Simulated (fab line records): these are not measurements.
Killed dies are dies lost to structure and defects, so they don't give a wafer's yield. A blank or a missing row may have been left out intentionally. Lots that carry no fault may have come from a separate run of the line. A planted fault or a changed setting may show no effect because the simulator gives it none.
fab line records -- flow n5-finfet
[record] lots = 7, wafers = 39
route steps=1938 shown BEOL_M12@1637 MIM_TOP@1838 PASSIVATION@1930
start-h: start of the lot's first displayed wafer, in hours after the record's first day -- wait-h: time in hours since the lot's previous step -- " the same as in the row above -- L1.1+2: a single row standing in for several wafers -- - no value, or no start was given -- * or withheld: withheld -- < > ~ a bound
route shown NAME@n: a module of which the file shows steps, and the number in the route of the first -- usual: average and standard deviation across the fault-free wafers -- same: alike in all rows -- chamber/n: place in a boat -- sites: each site's reading -- _std_site: standard deviation across them -- _edge_site: the outer-site mean with the inner-site mean subtracted -- radius-mm: how far each site lies from the wafer's centre -- mask NAME#n: copy n -- behind: tool/chamber where the wafer was last shaped -- hold: what put the lot on hold/how long, in hours/how the hold closed -- device: which transistor (n, p or np) failed to switch -- end of line: tests of these same wafers at the route's end -- where a step has no rows: the recipe by itself -- killed: the dies lost at the first sort to structure and to defects; this is not the yield of the wafer -- map: shows each die of a wafer: x if killed, . if not, _ if none is there
set.NAME: the run value of the setting; set.NAME@STEP: its run value at that earlier step -- model.NAME: the simulator's own value behind a step, which no gauge read
lots where settings were altered on purpose, with a table for each step and a row for each wafer
[[steps]]
[step N5_BEOL_M12_ETCH_68]
[recipe] chemistry = N2/H2, target = SOC, mask-material = SiARC, source-w = 3000, bias-w = 350, temp-c = 40, time-s = 285, ion-energy-ev = 200, pressure-mtorr = 30, n2-flow-sccm = 200, h2-flow-sccm = 200
lot.wafer,tool,chamber,start-h,wait-h,set.time-s,model.SiARC_of_BEOL_M12_COAT_66.thk-nm
L078.1,rie-diel-03,3,253.02,0.1,285,86.8
L078.2,rie-diel-03,2,253.02,0.1,285,86.4
L078.3,rie-diel-03,0,253.02,0.1,285,85.2
L078.4+6,rie-diel-03,1,253.02,0.1,285,85.8
L078.5,rie-diel-03,0,253.02,0.1,285,85
L079.1,rie-diel-03,2,253.50,0.1,285,85.8
L079.3,rie-diel-03,0,253.50,0.1,285,85
L079.4,rie-diel-03,1,253.50,0.1,285,85.2
L080.1+5,rie-diel-01,1,259.49,0.1,180.3,94.6
L080.2,rie-diel-01,0,259.49,0.1,285,86
L080.3+6,rie-diel-01,"1,0",259.49,0.1,285,85.8
L080.4,rie-diel-01,0,259.49,0.1,180.3,94.4
L089.1,rie-diel-03,1,312.67,0.1,285,86
L089.2,rie-diel-03,0,312.67,0.1,203.2,92.6
L089.3,rie-diel-03,3,312.67,0.1,203.2,93.4
L089.4,rie-diel-03,2,312.67,0.1,285,85.6
L089.5,rie-diel-03,1,312.67,0.1,203.2,93
L089.6,rie-diel-03,2,312.67,0.1,285,85.2
L090.1,rie-diel-01,1,313.84,0.1,370.2,78.8
L090.2,rie-diel-01,3,313.84,0.1,285,86.4
L090.3,rie-diel-01,0,313.84,0.1,285,86.2
L090.4,rie-diel-01,2,313.84,0.1,370.2,78.6
L090.5,rie-diel-01,2,313.84,0.1,285,85.8
L090.6,rie-diel-01,3,313.84,0.1,370.2,79.2
L093.1,rie-diel-03,0,360.70,0.1,162.5,96.2
L093.2,rie-diel-03,2,360.70,0.1,285,85.2
L093.3,rie-diel-03,1,360.70,0.1,285,85.8
L093.4,rie-diel-03,0,360.70,0.1,162.5,95.6
L093.5,rie-diel-03,1,360.70,0.1,162.5,96
L093.6,rie-diel-03,2,360.70,0.1,285,85.6
L095.1+5,rie-diel-01,"1,2",363.80,0.1,285,86
L095.2+6,rie-diel-01,0,363.80,0.1,285,86.4
L095.3,rie-diel-01,2,363.80,0.1,285,85.6
L095.4,rie-diel-01,1,363.80,0.1,285,85.8
[step N5_MIM_TOP_SPUTTER_03]
[recipe] material = TiN, target-thk-a = 350, temp-c = 200, power-w = 3000, chamber-pressure-pa = 0.49996, gas = Ar, reactive-partial-pa = 0.37997, time-s = 89.7
lot.wafer,tool,chamber,start-h,wait-h,set.target-thk-a,model.TiN_of_MIM_TOP_SPUTTER_03.thk-nm
L078.1+3+6,pvd-sputter-03,-,280.65,0.0,507.6,51.2
L078.2+5,pvd-sputter-03,-,280.65,0.0,350,35.4
L078.4,pvd-sputter-03,-,280.65,0.0,350,36
L079.1,pvd-sputter-03,-,280.77,0.0,350,34.8
L079.3,pvd-sputter-03,-,280.77,0.0,350,35
L079.4,pvd-sputter-03,-,280.77,0.0,350,35.2
L080.1,pvd-sputter-02,-,283.14,0.0,350,35.2
L080.2+6,pvd-sputter-02,-,283.14,0.0,350,34.8
L080.3+5,pvd-sputter-02,-,283.14,0.0,350,35
L080.4,pvd-sputter-02,-,283.14,0.0,350,34.6
L089.1+2+3+6,pvd-sputter-01,-,336.06,0.0,350,34.4
L089.4,pvd-sputter-01,-,336.06,0.0,350,34.8
L089.5,pvd-sputter-01,-,336.06,0.0,350,34.6
L090.1,pvd-sputter-02,-,341.55,0.0,224.4,21.8
L090.2+5,pvd-sputter-02,-,341.55,0.0,224.4,22
L090.3,pvd-sputter-02,-,341.55,0.0,350,34.8
L090.4+6,pvd-sputter-02,-,341.55,0.0,350,34.6
L093.1,pvd-sputter-02,-,395.58,0.0,461.6,45.8
L093.2,pvd-sputter-02,-,395.58,0.0,461.6,46
L093.3,pvd-sputter-02,-,395.58,0.0,350,35.2
L093.4,pvd-sputter-02,-,395.58,0.0,461.6,46.2
L093.5,pvd-sputter-02,-,395.58,0.0,350,35
L093.6,pvd-sputter-02,-,395.58,0.0,350,34.6
L095.1,pvd-sputter-03,-,402.21,0.0,350,35.2
L095.2,pvd-sputter-03,-,402.21,0.0,278.7,28
L095.3,pvd-sputter-03,-,402.21,0.0,278.7,28.2
L095.4+5,pvd-sputter-03,-,402.21,0.0,350,34.8
L095.6,pvd-sputter-03,-,402.21,0.0,278.7,27.8
[step N5_PASSIVATION_ETCH_54]
[recipe] chemistry = CHF3/O2, target = SiO2, target-depth-a = 8800, CHF3_flow_sccm = 50, O2_flow_sccm = 5, Ar_flow_sccm = 200, time-s = 440, mask-material = PR, pressure-mtorr = 30, source-w = 650, bias-w = 170, ion-energy-ev = 200
lot.wafer,tool,chamber,start-h,wait-h,set.target-depth-a,model.PASSIVATION.feature-depth-nm,model.etch.depth-nm
L078.1,rie-diel-03,2,289.68,0.1,8800,907.6,907.5
L078.2,rie-diel-03,0,289.68,0.1,8800,872.2,872.1
L078.3,rie-diel-03,1,289.68,0.1,8800,859.6,859.7
L078.4,rie-diel-03,3,289.68,0.1,8800,844.6,844.5
L078.5,rie-diel-03,0,289.68,0.1,8800,877,876.9
L078.6,rie-diel-03,1,289.68,0.1,8800,860,860
L079.1,rie-diel-05,2,290.09,0.1,8800,873.8,873.9
L079.3,rie-diel-05,3,290.09,0.1,8800,898.6,898.6
L079.4,rie-diel-05,0,290.09,0.1,8800,870.4,870.4
L080.1,rie-diel-01,1,292.81,0.1,4044,407,407
L080.2,rie-diel-01,2,292.81,0.1,4044,401.2,401.3
L080.3,rie-diel-01,0,292.81,0.1,8800,873.2,873.1
L080.4,rie-diel-01,0,292.81,0.1,8800,873.8,873.8
L080.5,rie-diel-01,2,292.81,0.1,8800,876.2,876.1
L080.6,rie-diel-01,1,292.81,0.1,4044,404.4,404.4
L089.1,rie-diel-03,1,345.96,0.1,3992,390,390
L089.2,rie-diel-03,2,345.96,0.1,8800,905.8,905.8
L089.3,rie-diel-03,0,345.96,0.1,3992,394.8,394.8
L089.4,rie-diel-03,1,345.96,0.1,3992,390.6,390.7
L089.5,rie-diel-03,2,345.96,0.1,8800,899.6,899.5
L089.6,rie-diel-03,0,345.96,0.1,8800,872.4,872.4
L090.1,rie-diel-03,1,348.78,0.1,8800,862.2,862.3
L090.2,rie-diel-03,2,348.78,0.1,8800,914.4,914.4
L090.3,rie-diel-03,0,348.78,0.1,8800,881.2,881.1
L090.4,rie-diel-03,2,348.78,0.1,8800,906.8,906.8
L090.5,rie-diel-03,0,348.78,0.1,8800,886.2,886.1
L090.6,rie-diel-03,1,348.78,0.1,8800,865.8,865.9
L093.1,rie-diel-03,0,403.94,0.1,8800,874,873.9
L093.2,rie-diel-03,2,403.94,0.1,8800,906.6,906.7
L093.3,rie-diel-03,1,403.94,0.1,8800,862.8,862.9
L093.4,rie-diel-03,3,403.94,0.1,8800,874.8,874.8
L093.5,rie-diel-03,1,403.94,0.1,8800,867.2,867.2
L093.6,rie-diel-03,0,403.94,0.1,8800,873.4,873.4
L095.1,rie-diel-01,0,409.84,0.1,8800,872,872
L095.2,rie-diel-01,1,409.84,0.1,5206,519.8,519.8
L095.3,rie-diel-01,2,409.84,0.1,8800,880.4,880.3
L095.4,rie-diel-01,1,409.84,0.1,5206,515,515
L095.5,rie-diel-01,2,409.84,0.1,5206,520.2,520.3
L095.6,rie-diel-01,0,409.84,0.1,8800,878.4,878.3
[[key]]
[split] step = N5_BEOL_M12_ETCH_68, setting = time-s, stated = 285, by = wafer
[response] step = N5_BEOL_M12_ETCH_68, reading = model.SiARC_of_BEOL_M12_COAT_66.thk-nm, change = -0.243, per = 1%, r = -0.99
[split] step = N5_MIM_TOP_SPUTTER_03, setting = target-thk-a, stated = 350, by = wafer
[response] step = N5_MIM_TOP_SPUTTER_03, reading = model.TiN_of_MIM_TOP_SPUTTER_03.thk-nm, change = +0.348, per = 1%, r = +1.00
[split] step = N5_PASSIVATION_ETCH_54, setting = target-depth-a, stated = 8800, by = wafer
[response] step = N5_PASSIVATION_ETCH_54, reading = model.PASSIVATION.feature-depth-nm, change = +8.9, per = 1%, r = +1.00
[response] step = N5_PASSIVATION_ETCH_54, reading = model.etch.depth-nm, change = +8.9, per = 1%, r = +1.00
